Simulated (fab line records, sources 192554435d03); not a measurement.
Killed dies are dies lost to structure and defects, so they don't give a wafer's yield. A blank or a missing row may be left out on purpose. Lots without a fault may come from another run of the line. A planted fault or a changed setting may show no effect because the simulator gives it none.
A struck lot beside a sound one | flow n5_finfet | 15 steps out of a route of 1938
Sound: wafers L488.2, L488.3, L488.5. Struck: wafers L501.1, L501.3, L501.6. The cause comes at the end.
At each step with rows: each side's tool, then ch and its chambers, then its first start. Under that, the readings that differ: sound wafers | struck wafers | difference of the means | sigmas: that difference in standard deviations of wafers without a fault.
alike: readings whose means differ by less than 2 such deviations, and words and numbers that are the same on both sides. not compared: withheld readings, readings that some wafer has no value for, bounds like >300 that may hide the same value, and numbers for which the record gives no deviation and whose values overlap.
The two part at a step that has a row with sigmas, a row that says differs or no value, or rows on one side only. Numbers that don't overlap but have no deviation are shown without sigmas and don't part them. A reading that every wafer of one side lacks parts them only if that side has two wafers or more.

first, 8 steps without rows for these wafers: N5_BEOL_M8_COAT_64 (time 60 s, resist thk 12 nm); N5_BEOL_M8_COAT_71 (time 60 s, resist thk 5 nm); N5_BEOL_M8_COAT_22 (resist thk 30 nm); N5_BEOL_M8_EBR_24; N5_BEOL_M8_SOFTBAKE_23 (time 60 s); N5_BEOL_M8_EXPOSE_25 (exposes mask V7, target cd 40 nm); N5_BEOL_M8_PEB_26 (peb time 60 s); N5_BEOL_M8_DEVELOP_27 (develop time 30 s).
N5_BEOL_M8_CD_MEAS_28: target cd 40 nm.
  sound on cd_sem-01 ch 0, day 12 13:55; struck on cd_sem-01 ch 0, day 15 13:32
  alike: cd_nm
N5_BEOL_M8_OVL_MEAS_29:
  sound on overlay-02 ch 0, day 12 13:56; struck on overlay-01 ch 0, day 15 13:34
  alike: V7_OVL
N5_BEOL_M8_INSPECT_30: inspects for defects (brightfield).
  sound on defect_inspect-02, day 12 13:59; struck on defect_inspect-02, day 15 13:38
  alike: raw_defect_count
N5_BEOL_M8_DESCUM_33: chemistry O2, time 7 s.
  sound on rie_diel-05 ch 0,2,3, day 12 14:02; struck on rie_diel-05 ch 0,1, day 15 13:42
  alike: bias_power_w, drypump_motor_current_A, o2_flow_sccm, oes_product_au, rf_vpp_V, showerhead_plenum_p_Torr, throttle_valve_pct
  not compared: rf_hours_counter_h
N5_BEOL_M8_ETCH_72: etches underlayer in N2/H2, target depth 6.5 nm, time 5.2 s.
  sound on rie_diel-05 ch 0,2,3, day 12 14:04; struck on rie_diel-05 ch 0,1, day 15 13:44
  reading                         | sound             | struck            | difference | sigmas
  h2_flow_sccm (sccm)             | 200.3 199.3 199.7 | 179.7 180.6 181.1 | -19.3      | -33
  showerhead_plenum_p_Torr (Torr) | 2.63 2.51 2.53    | 2.40 2.46 2.46    | -0.12      | -2
  throttle_valve_pct (%)          | 17.84 17.71 17.93 | 17.04 17.43 17.41 | -0.53      | -2
  alike: drypump_motor_current_A, etch_rf_on_time_s, oes_product_au, rf_vpp_V
  not compared: rf_hours_counter_h
N5_BEOL_M8_ETCH_65: etches SiARC in CF4, target depth 15.6 nm, time 26 s.
  sound on rie_diel-05 ch 0,2,3, day 12 14:05; struck on rie_diel-05 ch 0,1, day 15 13:45
  alike: drypump_motor_current_A, etch_rf_on_time_s, oes_product_au, rf_vpp_V, showerhead_plenum_p_Torr, throttle_valve_pct
  not compared: rf_hours_counter_h
N5_PASSIVATION_PROBE_49:
  the record has rows for the sound wafers here (prober-01, day 15 10:53) and none for the struck ones

WHERE THEY PART
First at N5_BEOL_M8_ETCH_72; last, within this record, at N5_PASSIVATION_PROBE_49.

WHY: what the simulator had put in
Process parameter drift: rie_diel-05, from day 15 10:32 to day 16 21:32, at N5_BEOL_M8_ETCH_72. Setting h2_flow_sccm, moved by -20, from 200. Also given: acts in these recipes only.
